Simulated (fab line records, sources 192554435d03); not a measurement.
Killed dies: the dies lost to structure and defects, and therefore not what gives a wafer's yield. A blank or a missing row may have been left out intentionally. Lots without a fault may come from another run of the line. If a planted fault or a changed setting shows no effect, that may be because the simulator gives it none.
One fault seen from 2 desks    flow n5_finfet    numbers are kept per desk, each desk with only its own; the story behind them comes last

== FOR THE TOOL OWNER'S DESK: ald_sin-03 ==
The tool's own readings at N5_GATE_CUT_SAC_CAP_01 (material SiNx, target thk 24 nm, pulse time 1 s, ald cycles 480): means of the sampled wafers that have a number, for each lot that ran on this tool. A lot is out of limits, marked OUT, if its mean lies more than 4 standard deviations from the usual mean; the brackets give that distance.
Columns: A = heater_power_w at N5_GATE_CUT_SAC_CAP_01, usual 854 W; B = precursor_pulse_height_rel at N5_GATE_CUT_SAC_CAP_01, usual 1.000
lot   first seen here  A    B
L921  day 4 06:10      866  0.993
L924  day 5 00:19      838  1.008
L929  day 6 05:39      832  1.001
L933  day 7 08:00      883  0.987
L936  day 8 04:19      842  1.005
This desk's finding: nothing out of limits on any of the 5 lots.

== FROM THE METROLOGY DESK ==
Means of the sampled wafers that have a number, per lot and without regard to the tool the lot ran on: this is what the gauges read. A lot is out of limits, marked OUT, if its mean lies more than 4 standard deviations from the usual mean; the brackets give that distance. Shown are 7 of the 12 readings it has, namely the first that went out of limits plus those furthest out on some lot.
Columns: A = cd_nm at N5_MOL_CONTACT_COAG_CD_MEAS_08, usual 28.01 nm; B = MD_CAP_THK at N5_MOL_CONTACT_COAG_THK_MEAS_29, usual 17.91 nm; C = DIBL_N at N5_BEOL_M4_RC_MEAS_101, usual 36.3 mV/V; D = DIBL_P at N5_BEOL_M4_RC_MEAS_101, usual 36.5 mV/V; E = IOFF_P at N5_BEOL_M4_RC_MEAS_101, usual 0.22 nA/um; F = ION_N at N5_BEOL_M4_RC_MEAS_101, usual 676 uA/um; G = VT_P at N5_BEOL_M4_RC_MEAS_101, usual -250 mV
lot   first seen here  A      B                C     D     E     F    G
L921  day 4 13:11      27.69  17.90            33.9  34.1  0.16  667  -255
L924  day 5 07:02      27.75  17.95            34.4  35.9  0.19  685  -251
L929  day 6 12:22      27.89  17.90            34.2  35.3  0.17  675  -252
L931  day 7 04:29      27.98  17.92            35.7  36.1  0.22  673  -248
L933  day 7 15:02      28.13  17.98            36.0  34.4  0.18  662  -252
L936  day 8 11:19      27.87  17.09 (-11) OUT  35.3  35.7  0.18  668  -254
L939  day 9 04:02      27.91  17.93            36.4  35.2  0.20  671  -251
L942  day 9 21:44      28.03  17.83            35.9  36.1  0.20  671  -253
L944  day 10 10:17     28.20  17.93            37.1  36.8  0.26  683  -246
This desk reports L936 out of limits; the earliest was L936 at day 8 21:07 (MD_CAP_THK at N5_MOL_CONTACT_COAG_THK_MEAS_29). In limits: L921, L924, L929, L931, L933, L939, L942, L944.

== PUT TOGETHER ==
At day 8 21:07 the metrology desk could have sounded an alarm, on L936.
The desk of the tool owner found nothing out of limits.
On record at the tool owner's desk: L936, within its limits.
Of the lots named, all ran N5_GATE_CUT_SAC_CAP_01 on ald_sin-03.

== WHAT THE SIMULATOR HAD INSERTED ==
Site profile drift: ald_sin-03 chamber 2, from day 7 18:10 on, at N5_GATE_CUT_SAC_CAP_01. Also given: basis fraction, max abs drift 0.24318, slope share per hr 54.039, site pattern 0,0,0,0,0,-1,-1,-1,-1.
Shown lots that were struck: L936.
Per desk, hours elapsed from the start of the fault to the first reading out of limits: for the metrology desk, 27.
